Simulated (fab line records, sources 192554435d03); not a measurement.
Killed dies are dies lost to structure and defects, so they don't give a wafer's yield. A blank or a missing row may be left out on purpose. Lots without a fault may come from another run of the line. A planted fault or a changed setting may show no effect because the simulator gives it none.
fab line records | flow n5_finfet
record lots=8 wafers=23 last_day=19
route steps=1938 shown BEOL_M4@1111 BEOL_M10@1534 BEOL_M11@1553 PASSIVATION@1936
lots that met no fault: from a run of the same line without faults
start_h: hours from the record's first day to the start of the lot's first wafer shown | wait_h: hours since the lot's step before | " the same as in the row above | L1.1+2: a row that stands for several wafers | - no value, or no start given | * or withheld: withheld | < > ~ a bound
route shown NAME@n: a module of which the file shows steps, and the number in the route of the first | usual: mean/standard deviation of fault-free wafers | same: alike in all rows | chamber/n: place in a boat | sites: the reading at each site | _std_site: their standard deviation | _edge_site: outer sites' mean less inner sites' | radius_mm: how far each site lies from the wafer's centre | mask NAME#n: copy n | behind: the tool/chamber that last shaped the wafer | hold: why the lot was held/for how many hours/how that ended | device: the transistor (n, p or np) that didn't switch | end of line: the same wafers' tests at the end of the route | a step without rows: its recipe alone | killed: dies lost to structure and defects at the first sort, not the wafer's yield | map: a wafer's dies, x killed, . not, _ none there
set.NAME: the setting as run; set.NAME@STEP: as run at that earlier step | model.NAME: the simulator's own value behind a step, which no gauge read
steps of the route over a sample of lots; a table a step, a row a wafer
services: from which hour (start_h, from the record's first day; less than 0 if before it) a tool's chamber was out of use, for how many hours, and why
## steps
# step N5_BEOL_M4_RC_MEAS_101
# usual DIBL_N=36.6/1.9 DIBL_P=36.7/2.2 IOFF_N=0.16/0.035 IOFF_P=0.22/0.038 ION_N=672/14 ION_P=462/8.3 SS_N=71.6/0.65 SS_P=73.5/0.72 VT_N=250/3.5 VT_P=-250/3.1
# columns lot.wafer tool chamber start_h wait_h DIBL_N[mV/V] DIBL_P[mV/V] IOFF_N[nA/um] IOFF_P[nA/um] ION_N[uA/um] ION_P[uA/um] SS_N[mV/dec] SS_P[mV/dec] VT_N[mV] VT_P[mV]
L716.2 prober-02 0 218.38 0.2 37.3 37.3 0.16 0.25 690 480 71.2 73.6 248 -247
L716.4 " 0 " " 33.2 32.7 0.11 0.18 685 474 70.0 72.5 253 -250
L716.6 " 0 " " 34.2 34.5 0.13 0.20 676 477 70.5 72.5 251 -249
L723.2 prober-02 0 249.28 0.2 36.3 36.6 0.15 0.21 678 468 71.1 73.3 252 -252
L723.3 " 0 " " 37.3 38.0 0.16 0.23 659 459 71.4 74.0 250 -248
L723.4 " 0 " " 36.5 37.6 0.16 0.22 681 463 71.4 73.7 247 -250
L724.4 prober-02 0 257.74 0.5 33.8 32.8 0.12 0.16 656 454 71.4 72.9 256 -253
L724.5 " 0 " " 33.7 32.6 0.12 0.16 642 439 71.3 72.9 258 -251
L730.3 prober-01 0 291.31 0.3 38.8 40.6 0.21 0.29 670 462 72.3 74.8 247 -244
L730.4 " 0 " " 35.6 36.4 0.15 0.21 656 456 71.5 72.8 253 -249
L730.5 " 0 " " 38.5 40.4 0.21 0.30 670 467 72.9 74.9 245 -247
L733.3 prober-02 0 297.27 0.3 40.8 42.0 0.26 0.32 692 467 72.9 74.4 245 -245
L733.4 " 0 " " 35.1 35.6 0.14 0.21 663 457 71.1 73.1 251 -249
L733.6 " 0 " " 36.6 36.8 0.16 0.21 676 462 71.7 73.4 250 -251
L736.2 prober-02 0 319.81 0.2 38.0 37.2 0.19 0.26 699 472 71.8 73.5 249 -244
L736.3 " 0 " " 39.0 39.1 0.23 0.31 682 467 71.8 74.1 245 -244
L736.6 " 0 " " 37.8 36.6 0.18 0.25 674 463 72.4 73.6 248 -245
L735.1 prober-02 0 326.31 0.0 38.1 37.1 0.19 0.25 669 458 71.4 73.8 249 -248
L735.4 " 0 " " 35.2 34.2 0.14 0.19 680 466 71.2 72.6 251 -250
L735.5 " 0 " " 35.7 34.4 0.14 0.21 678 474 71.6 73.6 249 -248
L737.3 prober-01 0 328.16 0.3 37.0 38.4 0.17 0.22 674 467 71.4 73.3 251 -250
L737.4 " 0 " " 36.8 38.0 0.17 0.24 676 459 72.2 74.1 248 -248
L737.5 " 0 " " 38.7 39.6 0.20 0.26 694 470 72.2 73.6 249 -248
# step N5_BEOL_M10_RS_MEAS_57
# recipe thk_meas_gauge=four-point-probe reads=Cu_of_BEOL_M10_ECD_50+Co_of_BEOL_M10_CVD_75+TaN_of_BEOL_M10_ALD_74
# usual M10_RS=0.152/0.0047
# columns lot.wafer tool chamber start_h wait_h M10_RS[ohm/sq]
L716.2 film_metro-01 - 277.25 0.1 0.151
L716.4 " - " " 0.159
L716.6 " - " " 0.163
L723.2 film_metro-02 - 314.85 0.1 0.160
L723.3 " - " " 0.147
L723.4 " - " " 0.146
L724.4 film_metro-01 - 323.45 0.0 0.147
L724.5 " - " " 0.142
L730.3 film_metro-01 - 359.22 0.1 0.156
L730.4 " - " " 0.154
L730.5 " - " " 0.146
L733.3 film_metro-02 - 360.25 0.1 0.149
L733.4 " - " " 0.152
L733.6 " - " " 0.157
L736.2 film_metro-01 - 392.64 0.1 0.156
L736.3 " - " " 0.155
L736.6 " - " " 0.149
L735.1 film_metro-01 - 394.64 0.1 0.145
L735.4 " - " " 0.150
L735.5 " - " " 0.147
L737.3 film_metro-01 - 397.14 0.1 0.154
L737.4 " - " " 0.149
L737.5 " - " " 0.154
# step N5_BEOL_M11_ETCH_61
# recipe chemistry=CF4 target=SiARC target_depth_a=390 mask_material=CAR-ArF time_s=65 ion_energy_ev=80 pressure_mtorr=40 source_w=545 bias_w=36 Ar_flow_sccm=100 cf4_flow_sccm=100 ends=cleared
# usual drypump_motor_current_A=5.9/0.46 etch_rf_on_time_s=65.6/1.8 oes_product_au=0.65/0.061 rf_vpp_V=184.0/1.1 showerhead_plenum_p_Torr=2.15/0.062 throttle_valve_pct=15.64/0.25
# columns lot.wafer tool chamber start_h wait_h drypump_motor_current_A etch_rf_on_time_s oes_product_au rf_hours_counter_h rf_vpp_V showerhead_plenum_p_Torr throttle_valve_pct
L716.2 rie_diel-06 3 279.40 0.0 6.0 66.3 0.62 175 184.0 2.14 15.59
L716.4 " 1 " " 5.2 61.2 0.77 40 184.4 2.19 15.72
L716.6 " 3 " " 6.0 66.6 0.63 - 182.3 2.14 15.60
L723.2 rie_diel-06 3 317.83 0.0 5.9 67.7 0.62 188 184.4 2.13 15.62
L723.3 " 1 " " 5.2 62.4 0.74 54 185.0 2.18 15.75
L723.4 " 2 " " 6.0 67.0 0.60 197 185.2 2.22 15.74
L724.4 rie_diel-06 2 325.75 0.0 5.9 67.4 0.60 200 186.5 2.22 15.74
L724.5 " 0 " " 6.6 64.8 0.73 - 185.4 2.17 15.15
L730.3 rie_diel-01 2 361.65 0.0 5.8 66.7 0.63 155 186.7 2.22 15.78
L730.4 " 1 " " 5.8 63.9 0.59 244 183.2 2.04 15.94
L730.5 " 2 " " 5.8 66.8 0.62 - 183.7 2.22 15.77
L733.3 rie_diel-03 3 361.83 0.0 4.7 64.9 0.62 176 183.1 2.04 15.67
L733.4 " 1 " " 5.0 63.8 0.66 143 182.5 2.06 15.87
L733.6 " 3 " " 4.7 65.0 0.63 - 181.8 2.04 15.68
L736.2 rie_diel-06 1 395.90 0.0 5.2 62.6 0.71 79 183.4 2.18 15.80
L736.3 " 3 " " 6.0 68.0 0.59 208 183.4 2.13 15.68
L736.6 " 0 " " 6.6 66.4 0.70 - 184.6 2.16 15.19
L735.1 rie_diel-01 2 398.23 0.0 5.9 67.6 0.61 171 184.1 2.22 15.80
L735.4 " 3 " " 6.3 66.5 0.67 - 183.9 2.06 15.35
L735.5 " 0 " " 6.1 67.3 0.56 - 183.9 2.11 15.97
L737.3 rie_diel-06 3 400.98 0.0 6.0 68.4 0.59 211 184.0 2.12 15.66
L737.4 " 0 " " 6.6 65.9 0.70 101 183.8 2.16 15.19
L737.5 " 2 " " 6.0 67.8 0.58 - 185.2 2.22 15.80
# step N5_BEOL_M11_ETCH_62
# recipe chemistry=N2/H2 target=SOC target_depth_a=1100 overetch_a=220 mask_material=SiARC temp_c=40 time_s=165 ion_energy_ev=200 pressure_mtorr=30 source_w=840 bias_w=150 n2_flow_sccm=200 h2_flow_sccm=200
# usual drypump_motor_current_A=5.9/0.46 oes_product_au=0.65/0.055 rf_vpp_V=524.0/2.2 showerhead_plenum_p_Torr=2.55/0.075 throttle_valve_pct=17.82/0.25
# columns lot.wafer tool chamber start_h wait_h drypump_motor_current_A oes_product_au rf_hours_counter_h rf_vpp_V showerhead_plenum_p_Torr throttle_valve_pct
L716.2 rie_diel-06 3 279.45 0.0 6.0 0.63 175 523.9 2.52 17.71
L716.4 " 1 " " 5.2 0.73 40 525.5 2.59 18.00
L716.6 " 3 " " 6.0 0.63 - 522.8 2.52 17.70
L723.2 rie_diel-06 3 317.88 0.0 6.0 0.63 188 523.6 2.52 17.76
L723.3 " 1 " " 5.2 0.72 54 524.2 2.59 18.02
L723.4 " 2 " " 5.9 0.71 197 525.9 2.63 17.90
L724.4 rie_diel-06 2 325.80 0.0 6.0 0.71 200 525.3 2.63 17.90
L724.5 " 0 " " 6.6 0.72 - 524.7 2.59 17.40
L730.3 rie_diel-01 2 361.70 0.0 5.9 0.63 155 527.5 2.64 17.86
L730.4 " 1 " " 5.8 0.58 244 521.5 2.41 18.10
L730.5 " 2 " " 5.9 0.63 - 526.8 2.64 17.86
L733.3 rie_diel-03 3 361.88 0.0 4.7 0.62 176 522.0 2.43 18.07
L733.4 " 1 " " 5.0 0.66 143 521.6 2.44 18.13
L733.6 " 3 " " 4.7 0.62 - 520.1 2.43 18.06
L736.2 rie_diel-06 1 395.95 0.0 5.2 0.69 79 526.1 2.57 18.07
L736.3 " 3 " " 5.9 0.61 209 523.7 2.51 17.76
L736.6 " 0 " " 6.6 0.70 - 525.2 2.58 17.44
L735.1 rie_diel-01 2 398.28 0.0 5.9 0.62 171 528.1 2.63 17.88
L735.4 " 3 " " 6.3 0.67 - 522.2 2.44 17.45
L735.5 " 0 " " 6.0 0.57 - 523.1 2.51 18.13
L737.3 rie_diel-06 3 401.03 0.0 6.0 0.61 211 524.0 2.51 17.77
L737.4 " 0 " " 6.6 0.69 101 525.6 2.58 17.46
L737.5 " 2 " " 6.0 0.60 - 526.3 2.62 17.93
# step N5_BEOL_M11_CD_MEAS_18
# recipe pitch_nm=140 target_cd_nm=70
# usual cd_nm=69.9/0.53
# columns lot.wafer tool chamber start_h wait_h cd_nm
L716.2 cd_sem-02 - 279.98 0.1 70.2
L716.4 " - " " 70.8
L716.6 " - " " 70.0
L723.2 cd_sem-02 - 318.28 0.1 69.7
L723.3 " - " " 70.4
L723.4 " - " " -
L724.4 cd_sem-03 - 326.27 0.1 -
L724.5 " - " " 70.5
L730.3 cd_sem-03 - 362.07 0.1 69.8
L730.4 " - " " 70.0
L730.5 " - " " 69.6
L733.3 cd_sem-03 - 362.35 0.1 69.8
L733.4 " - " " 70.3
L733.6 " - " " 70.3
L736.2 cd_sem-02 - 396.43 0.1 70.3
L736.3 " - " " 70.6
L736.6 " - " " 69.5
L735.1 cd_sem-02 - 398.87 0.0 69.3
L735.4 " - " " 69.6
L735.5 " - " " 70.0
L737.3 cd_sem-03 - 401.41 0.1 68.8
L737.4 " - " " 69.4
L737.5 " - " " 69.7
# step N5_BEOL_M11_INSPECT_30
# recipe mode=adi inspect_instrument=brightfield
# usual raw_defect_count=408/86
# columns lot.wafer tool chamber start_h wait_h raw_defect_count
L716.2 defect_inspect-02 - 280.74 0.0 317
L716.4 " - " " 443
L716.6 " - " " 417
L723.2 defect_inspect-02 - 320.25 0.0 324
L723.3 " - " " 333
L723.4 " - " " 323
L724.4 defect_inspect-01 - 329.50 0.0 278
L724.5 " - " " 267
L730.3 defect_inspect-02 - 363.72 0.0 577
L730.4 " - " " 615
L730.5 " - " " 491
L733.3 defect_inspect-01 - 363.89 0.0 419
L733.4 " - " " 522
L733.6 " - " " 340
L736.2 defect_inspect-01 - 396.95 0.0 508
L736.3 " - " " 415
L736.6 " - " " 457
L735.1 defect_inspect-01 - 399.76 0.1 405
L735.4 " - " " 238
L735.5 " - " " 438
L737.3 defect_inspect-02 - 401.77 0.0 373
L737.4 " - " " 390
L737.5 " - " " 434
# step N5_BEOL_M11_VIA_ETCH_34
# recipe chemistry=C4F6/O2 target=SiCOH_lowk target_depth_a=1845 mask_material=SOC taper_deg=4 time_s=69.2 ion_energy_ev=250 pressure_mtorr=30 source_w=345 bias_w=185 Ar_flow_sccm=300 C4F6_flow_sccm=10 O2_flow_sccm=10
# usual drypump_motor_current_A=5.7/0.56 oes_o_777_au=0.78/0.067 oes_product_au=0.78/0.067 rf_vpp_V=669/9.1 showerhead_plenum_p_Torr=2.85/0.081 throttle_valve_pct=20.89/0.28
# columns lot.wafer tool chamber start_h wait_h drypump_motor_current_A oes_o_777_au oes_product_au rf_hours_counter_h rf_vpp_V showerhead_plenum_p_Torr throttle_valve_pct
L716.2 rie_diel-06 2 280.98 0.0 6.0 0.68 0.71 185 676 2.98 21.03
L716.4 " 1 " " 5.2 0.90 0.88 40 653 2.92 21.16
L716.6 " 0 " " 6.6 0.84 0.86 - 664 2.88 20.30
L723.2 rie_diel-01 1 320.50 0.0 5.8 0.71 0.68 234 666 2.71 21.17
L723.3 " 3 " " 6.3 0.82 0.82 84 671 2.75 20.55
L723.4 " 2 " " 5.9 0.75 0.28 144 676 2.96 20.84
L724.4 rie_diel-06 2 329.74 0.0 6.0 0.66 0.26 201 675 2.97 20.93
L724.5 " 0 " " 6.6 0.83 0.85 - 664 2.87 20.33
L730.3 rie_diel-06 2 363.96 0.0 6.0 0.66 0.69 211 676 2.96 21.08
L730.4 " 0 " " 6.6 0.82 0.84 87 661 2.87 20.35
L730.5 " 1 " " 5.2 0.87 0.84 - 654 2.91 21.21
L733.3 rie_diel-03 0 364.13 0.0 5.5 0.82 0.84 60 682 2.88 20.82
L733.4 " 1 " " 5.0 0.78 0.78 143 672 2.73 21.16
L733.6 " 0 " " 5.5 0.82 0.84 - 681 2.88 20.81
L736.2 rie_diel-01 3 397.74 0.0 6.3 0.79 0.79 112 670 2.74 20.59
L736.3 " 2 " " 5.9 0.72 0.72 171 674 2.95 21.04
L736.6 " 3 " " 6.3 0.80 0.78 - 671 2.74 20.59
L735.1 rie_diel-06 1 400.00 0.0 5.2 0.84 0.82 81 654 2.90 21.23
L735.4 " 2 " " 6.0 0.65 0.69 224 676 2.96 21.11
L735.5 " 1 " " 5.2 0.85 0.82 - 652 2.90 21.21
L737.3 rie_diel-01 0 403.00 0.0 6.0 0.67 0.66 245 681 2.79 21.12
L737.4 " 0 " " 6.0 0.68 0.65 - 681 2.79 21.13
L737.5 " 3 " " 6.3 0.79 0.78 - 670 2.74 20.59
# step N5_BEOL_M11_OCD_MEAS_38
# usual trench_depth_nm=148/3.1
# columns lot.wafer tool chamber start_h wait_h trench_depth_nm
L716.2 ocd-01 - 281.26 - 148
L716.4 " - " " 152
L716.6 " - " " 148
L723.2 ocd-01 - 320.78 - 149
L723.3 " - " " 150
L723.4 " - " " -
L724.4 ocd-02 - 330.03 - 0
L724.5 " - " " 148
L730.3 ocd-02 - 364.25 - 147
L730.4 " - " " 148
L730.5 " - " " 153
L733.3 ocd-02 - 364.42 - 147
L733.4 " - " " 151
L733.6 " - " " 148
L736.2 ocd-02 - 398.02 - 147
L736.3 " - " " 145
L736.6 " - " " 147
L735.1 ocd-01 - 400.29 - 151
L735.4 " - " " 144
L735.5 " - " " 151
L737.3 ocd-02 - 403.29 - 145
L737.4 " - " " 144
L737.5 " - " " 146
# step N5_PASSIVATION_PROBE_49
# usual defect_limited_yield=91.6/1.4 killed_at_M0_to_M3=35/10 killed_at_M4_up=13/4.8 killed_at_contacts=12/7.2 killed_at_front_end=36/12 killed_at_other=4/3.1 killed_dies=100/17 killed_on_rim=13/4.2 killed_open=66/13 killed_short=32/7.3 sort_bin_5_function=5.0/0.94 sort_bin_6_memory=3.1/0.67 sort_bin_8_speed=0.01/0.047 sort_n_pass=1080/17 sort_yield_pct=91.6/1.4
# same gross_dies=1180 killed_at_back_side=0 sort_bin_4_leakage[%]=0
# columns lot.wafer tool chamber start_h wait_h defect_limited_yield[%] killed_at_M0_to_M3 killed_at_M4_up killed_at_contacts killed_at_front_end killed_at_other killed_dies killed_on_rim killed_open killed_short sort_bin_5_function[%] sort_bin_6_memory[%] sort_bin_8_speed[%] sort_n_pass sort_yield_pct[%]
L716.2 prober-01 - 347.66 0.1 92.7 40 7 12 25 2 86 11 55 30 4.6 2.4 0 1094 92.7
L716.4 prober-01 - 347.76 0.2 92.7 28 12 9 33 4 86 6 55 31 4.7 2.5 0 1094 92.7
L716.6 prober-01 - 347.86 0.3 90.3 46 14 4 49 2 115 18 79 35 5.8 3.8 0 1065 90.3
L723.2 prober-02 - 375.75 0.1 94.4 28 10 10 17 1 66 9 48 18 2.8 2.7 0 1114 94.4
L723.3 prober-02 - 375.80 0.1 96.0 18 4 9 13 3 47 7 35 12 2.5 1.4 0 1133 96.0
L723.4 prober-02 - 375.85 0.2 0 32 1112 15 21 0 1180 152 58 21 96.9 2.7 0 0 0
L724.4 prober-01 - 389.75 0.2 0 31 1083 8 52 6 1180 152 68 36 96.5 3.2 0 0 0
L724.5 prober-01 - 389.80 0.2 92.0 30 25 12 26 1 94 9 65 29 5.0 2.9 0.17 1084 91.9
L730.3 prober-01 - 412.19 0.1 93.0 18 10 12 39 4 83 11 58 25 4.7 2.3 0 1097 93.0
L730.4 prober-01 - 412.24 0.2 92.0 33 7 16 35 3 94 6 56 38 5.1 2.8 0 1086 92.0
L730.5 prober-01 - 412.29 0.2 94.0 38 8 5 20 0 71 6 41 30 3.3 2.5 0 1109 94.0
L733.3 prober-01 - 418.66 0.1 92.1 41 16 5 29 2 93 10 65 28 4.7 3.0 0 1087 92.1
L733.4 prober-01 - 418.71 0.2 91.9 32 15 8 38 3 96 10 61 34 5.0 2.7 0 1084 91.9
L733.6 prober-01 - 418.81 0.3 92.9 28 14 6 34 2 84 9 56 28 3.7 3.1 0 1096 92.9
L735.1 prober-02 - 443.70 0.0 91.6 27 12 11 46 3 99 16 66 33 5.8 2.5 0 1081 91.6
L735.4 prober-02 - 443.85 0.2 87.4 38 26 17 63 5 149 19 95 54 7.2 5.0 0 1031 87.4
L735.5 prober-02 - 443.90 0.2 89.7 46 18 8 46 4 122 18 84 35 6.5 3.6 0 1058 89.7
L736.2 prober-01 - 446.20 0.1 90.3 39 10 6 57 2 114 12 72 41 5.8 3.5 0 1066 90.3
L736.3 prober-01 - 446.25 0.1 91.8 36 9 3 36 13 97 14 67 30 5.3 2.8 0 1083 91.8
L736.6 prober-01 - 446.40 0.3 91.5 30 6 9 49 6 100 13 61 38 5.2 3.1 0 1080 91.5
L737.3 prober-02 - 448.85 0.1 92.1 22 17 19 32 3 93 18 62 30 4.5 3.1 0 1087 92.1
L737.4 prober-02 - 448.90 0.2 90.5 26 16 18 49 3 112 17 71 41 6.0 2.7 0 1068 90.5
L737.5 prober-02 - 448.95 0.2 90.0 50 16 21 23 8 118 18 83 35 5.8 3.7 0 1062 90.0
# killed by level:class
L716.2 BEOL_M3:geometric_particle:open=12 BEOL_M2:geometric_particle:open=9 BEOL_M0_SAQP:geometric_particle:short=8 MOL_CONTACT_COAG:geometric_particle:open=7 GATE_CUT:geometric_particle:short=6 FIN_SAQP:geometric_particle:open=5 MOL_CONTACT_COAG:geometric_particle:short=5 BEOL_M0:geometric_particle:open=4
L716.4 STI_FIN_REVEAL:geometric_particle:open=13 BEOL_M2:geometric_particle:open=9 MOL_CONTACT_COAG:geometric_particle:open=7 BEOL_M0_SAQP:geometric_particle:open=6 FIN_SAQP:geometric_particle:short=3 BEOL_M0_SAQP:geometric_particle:short=3 BEOL_M4:geometric_particle:open=3 BEOL_M1:geometric_particle:short=3
L716.6 BEOL_M0_SAQP:geometric_particle:open=15 GATE_CUT:geometric_particle:short=11 BEOL_M5:geometric_particle:open=10 BEOL_M3:geometric_particle:open=9 BEOL_M0_SAQP:geometric_particle:short=8 STI_FIN_REVEAL:geometric_particle:open=7 BEOL_M2:geometric_particle:open=7 FIN_SAQP:geometric_particle:open=5
L723.2 MOL_CONTACT_COAG:geometric_particle:open=8 BEOL_M1:geometric_particle:open=8 BEOL_M3:geometric_particle:open=8 STI_FIN_REVEAL:geometric_particle:open=5 BEOL_M2:geometric_particle:open=4 ILD0:geometric_particle:short=3 BEOL_M0_SAQP:geometric_particle:short=3 BEOL_M4:geometric_particle:open=3
L723.3 MOL_CONTACT_COAG:geometric_particle:open=6 BEOL_M1:geometric_particle:open=6 BEOL_M0_SAQP:geometric_particle:open=4 BEOL_M2:geometric_particle:open=4 SPACER0:geometric_particle:open=3 MOL_CONTACT_COAG:geometric_particle:short=3 FIN_SAQP:geometric_particle:open=2 FIN_SAQP:geometric_particle:short=2
L723.4 BEOL_M11:area_etch=1101 MOL_CONTACT_COAG:geometric_particle:open=13 BEOL_M2:geometric_particle:open=8 BEOL_M0:geometric_particle:open=5 BEOL_M1:geometric_particle:open=5 FIN_SAQP:geometric_particle:short=4 DUMMY_GATE:geometric_particle:open=4 BEOL_M0_SAQP:geometric_particle:open=4
L724.4 BEOL_M11:area_etch=1076 STI_FIN_REVEAL:geometric_particle:open=16 DUMMY_GATE:geometric_particle:open=9 BEOL_M1:geometric_particle:open=9 MOL_CONTACT_COAG:geometric_particle:open=8 BEOL_M0_SAQP:geometric_particle:short=7 FIN_SAQP:geometric_particle:short=5 FIN_SAQP:geometric_particle:open=5
L724.5 BEOL_M1:geometric_particle:open=11 MOL_CONTACT_COAG:geometric_particle:open=9 BEOL_M4:geometric_particle:open=9 DUMMY_GATE:geometric_particle:open=6 FIN_SAQP:geometric_particle:open=5 BEOL_M0_SAQP:geometric_particle:short=5 BEOL_M2:geometric_particle:open=5 FIN_SAQP:geometric_particle:short=4
L730.3 STI_FIN_REVEAL:geometric_particle:open=13 MOL_CONTACT_COAG:geometric_particle:open=8 BEOL_M0_SAQP:geometric_particle:short=5 BEOL_M3:geometric_particle:open=5 GATE_CUT:geometric_particle:short=4 MOL_CONTACT_COAG:geometric_particle:short=4 BEOL_M0_SAQP:geometric_particle:open=4 STI_FIN_REVEAL:geometric_particle:short=3
L730.4 STI_FIN_REVEAL:geometric_particle:open=13 MOL_CONTACT_COAG:geometric_particle:open=12 FIN_SAQP:geometric_particle:short=10 BEOL_M0_SAQP:geometric_particle:short=7 BEOL_M0_SAQP:geometric_particle:open=7 BEOL_M1:geometric_particle:open=5 BEOL_M3:geometric_particle:open=5 GATE_CUT:geometric_particle:short=4
L730.5 BEOL_M0_SAQP:geometric_particle:open=18 BEOL_M0_SAQP:geometric_particle:short=11 FIN_SAQP:geometric_particle:short=5 BEOL_M4:geometric_particle:open=5 STARTING-WAFER:geometric_particle:short=4 BEOL_M2:geometric_particle:open=4 DUMMY_GATE:geometric_particle:open=3 MOL_CONTACT_COAG:geometric_particle:short=3
L733.3 BEOL_M0_SAQP:geometric_particle:open=12 BEOL_M4:geometric_particle:open=9 GATE_CUT:geometric_particle:short=7 BEOL_M0_SAQP:geometric_particle:short=7 BEOL_M1:geometric_particle:open=7 BEOL_M2:geometric_particle:open=6 STI_FIN_REVEAL:geometric_particle:open=5 BEOL_M2:geometric_particle:short=5
L733.4 BEOL_M0_SAQP:geometric_particle:open=8 BEOL_M4:geometric_particle:open=8 FIN_SAQP:geometric_particle:open=7 FIN_SAQP:geometric_particle:short=6 GATE_CUT:geometric_particle:short=6 BEOL_M0_SAQP:geometric_particle:short=5 MOL_CONTACT_COAG:geometric_particle:open=5 BEOL_M2:geometric_particle:open=5
L733.6 STI_FIN_REVEAL:geometric_particle:open=12 BEOL_M1:geometric_particle:open=9 BEOL_M2:geometric_particle:open=7 BEOL_M4:geometric_particle:open=7 MOL_CONTACT_COAG:geometric_particle:open=5 STARTING-WAFER:geometric_particle:short=5 BEOL_M0_SAQP:geometric_particle:short=4 BEOL_M1:geometric_particle:short=4
L735.1 FIN_SAQP:geometric_particle:short=14 MOL_CONTACT_COAG:geometric_particle:open=11 FIN_SAQP:geometric_particle:open=7 GATE_CUT:geometric_particle:short=7 STI_FIN_REVEAL:geometric_particle:open=6 BEOL_M0_SAQP:geometric_particle:open=6 BEOL_M1:geometric_particle:open=6 BEOL_M2:geometric_particle:open=6
L735.4 BEOL_M4:geometric_particle:open=16 MOL_CONTACT_COAG:geometric_particle:open=13 STI_FIN_REVEAL:geometric_particle:open=12 BEOL_M0_SAQP:geometric_particle:short=11 FIN_SAQP:geometric_particle:short=10 FIN_SAQP:geometric_particle:open=8 BEOL_M2:geometric_particle:open=7 STI_FIN_REVEAL:geometric_particle:short=6
L735.5 BEOL_M1:geometric_particle:open=17 BEOL_M4:geometric_particle:open=9 FIN_SAQP:geometric_particle:short=7 BEOL_M0_SAQP:geometric_particle:open=7 BEOL_M3:geometric_particle:open=7 BEOL_M1:geometric_particle:short=7 FIN_SAQP:geometric_particle:open=5 STI_FIN_REVEAL:geometric_particle:open=5
L736.2 STI_FIN_REVEAL:geometric_particle:open=18 FIN_SAQP:geometric_particle:short=15 BEOL_M2:geometric_particle:open=8 FIN_SAQP:geometric_particle:open=6 BEOL_M1:geometric_particle:open=6 BEOL_M3:geometric_particle:open=6 MOL_CONTACT_COAG:geometric_particle:open=4 BEOL_M0_SAQP:geometric_particle:open=4
L736.3 FIN_SAQP:geometric_particle:open=11 BEOL_M3:geometric_particle:open=10 FIN_SAQP:geometric_particle:short=9 BEOL_M2:geometric_particle:open=9 DUMMY_GATE:geometric_particle:open=5 BEOL_M0_SAQP:geometric_particle:short=5 BEOL_M1:geometric_particle:open=5 PAD_METAL:geometric_particle:open=5
L736.6 BEOL_M1:geometric_particle:open=14 FIN_SAQP:geometric_particle:open=11 STI_FIN_REVEAL:geometric_particle:open=11 FIN_SAQP:geometric_particle:short=10 MOL_CONTACT_COAG:geometric_particle:open=6 GATE_CUT:geometric_particle:short=4 BEOL_M0_SAQP:geometric_particle:short=4 BEOL_M0:geometric_particle:open=4
L737.3 MOL_CONTACT_COAG:geometric_particle:open=13 FIN_SAQP:geometric_particle:open=7 GATE_CUT:geometric_particle:open=6 MOL_CONTACT_COAG:geometric_particle:short=6 BEOL_M2:geometric_particle:open=5 BEOL_M0_SAQP:geometric_particle:short=5 STARTING-WAFER:geometric_particle:open=5 BEOL_M0:geometric_particle:open=4
L737.4 MOL_CONTACT_COAG:geometric_particle:open=15 FIN_SAQP:geometric_particle:short=11 BEOL_M1:geometric_particle:open=9 GATE_CUT:geometric_particle:short=8 BEOL_M4:geometric_particle:open=8 FIN_SAQP:geometric_particle:open=7 GATE_CUT:geometric_particle:open=6 BEOL_M0_SAQP:geometric_particle:short=6
L737.5 MOL_CONTACT_COAG:geometric_particle:open=18 BEOL_M0_SAQP:geometric_particle:short=12 BEOL_M0_SAQP:geometric_particle:open=11 BEOL_M0:geometric_particle:open=10 BEOL_M3:geometric_particle:open=6 FIN_SAQP:geometric_particle:open=5 STI_FIN_REVEAL:geometric_particle:open=5 MIM_TOP:geometric_particle:open=5
## services
# columns tool chamber start_h hours kind
rie_diel-03 2 257.70 2.6 repair
rie_diel-03 - 281.46 14.6 pm
rie_diel-03 0 348.81 7.2 repair
rie_diel-01 1 381.93 - clean
rie_diel-01 1 381.93 - consumable_replace:focus_ring
rie_diel-01 1 381.93 - consumable_replace:showerhead
rie_diel-01 1 381.93 34.8 scheduled_down
rie_diel-01 1 381.93 34.8 vent_cycle
rie_diel-06 3 390.17 4.9 repair
## key
first_sign step=N5_BEOL_M11_CD_MEAS_18 reading=cd_nm direction=missing
effect step=N5_BEOL_M11_VIA_ETCH_34 reading=oes_product_au direction=down sigmas=7.5 usual=0.78 struck=0.27
effect step=N5_BEOL_M11_OCD_MEAS_38 reading=trench_depth_nm direction=missing
effect step=N5_PASSIVATION_PROBE_49 reading=killed_at_M4_up direction=up sigmas=99+ usual=13 struck=1098
more_kills_born_at N5_BEOL_M11_ETCH_62@rie_diel-06=2177
met_at N5_BEOL_M11_ETCH_62
struck_lots L723,L724
struck_wafers L723.4,L724.4
later_rows_left_out L723.4,L724.4
not_acting_at N5_BEOL_M10_RS_MEAS_57,N5_BEOL_M11_ETCH_61,N5_BEOL_M11_INSPECT_30
onset_between 279.45 317.88
fault kind=process_parameter_drift tool=rie_diel-06 chamber=- onset_h=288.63 steps=N5_BEOL_M11_ETCH_62 channel=time_s offset=* shape=step end_h=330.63 scope=struck_wafers_only acts_in=* stated=*
# later_rows_left_out: the simulator's readings of these wafers behind a module that went badly wrong aren't trusted and aren't shown, but for the sort
